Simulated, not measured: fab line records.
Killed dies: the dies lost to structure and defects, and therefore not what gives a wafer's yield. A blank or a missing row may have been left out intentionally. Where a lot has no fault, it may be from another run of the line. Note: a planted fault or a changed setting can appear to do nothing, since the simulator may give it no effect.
Chamber matching -- flow n5-finfet -- pecvd-02 running N5_BEOL_M10_ILD_DEP_00: 3 sister chambers
The step deposits SiCOH lowk from DEMS/porogen, target thk 308.51 nm, time 58 s. 6 wafers are shown with their chamber, then 9 later ones without.

== WAFERS PAIRED WITH THEIR CHAMBERS ==
wafer,chamber,throttle-valve-pct (%),heater-power-w (W)
L075.5,0,14.0,331
L087.2,1,14.1,337
L087.6,0,13.8,348
L091.1,1,14.5,340
L091.3,2,12.7,250
L091.4,2,12.7,260

== WAFERS WITHOUT THEIR CHAMBER ==
wafer,throttle-valve-pct (%),heater-power-w (W)
L092.2,14.1,371
L092.4,14.0,367
L092.6,14.0,296
L094.2,12.7,253
L094.3,14.2,329
L094.5,14.3,388
L095.1,14.0,367
L095.2,12.7,242
L095.4,12.8,247

== CHAMBER TAKEN BY EACH ==
wafer,from the rows above,in truth
L092.2,can't be placed: 0 or 1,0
L092.4,can't be placed: 0 or 1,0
L092.6,can't be placed: 0 or 1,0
L094.2,2,2
L094.3,can't be placed: 1 or 0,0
L094.5,can't be placed: 1 or 0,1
L095.1,can't be placed: 0 or 1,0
L095.2,2,2
L095.4,2,2
Correct placement for 3 of the 9. These rows do not allow placing 6 (true chamber among the candidates in 6). Number placed wrongly: 0.
How it was worked out, from the rows above alone: a wafer's distance from a chamber is the root of the sum, over the readings, of the square of ((its reading less the chamber's mean) divided by the reading's scatter). The wafer belongs to the nearest chamber; if the next one is less than 2 further off, it can't be placed. The mean given for a chamber averages the wafers shown for that chamber. How the scatter is found: for the shown wafers, subtract from each reading the mean of its chamber, square and add these, divide the total by (wafers less chambers), then take the root.
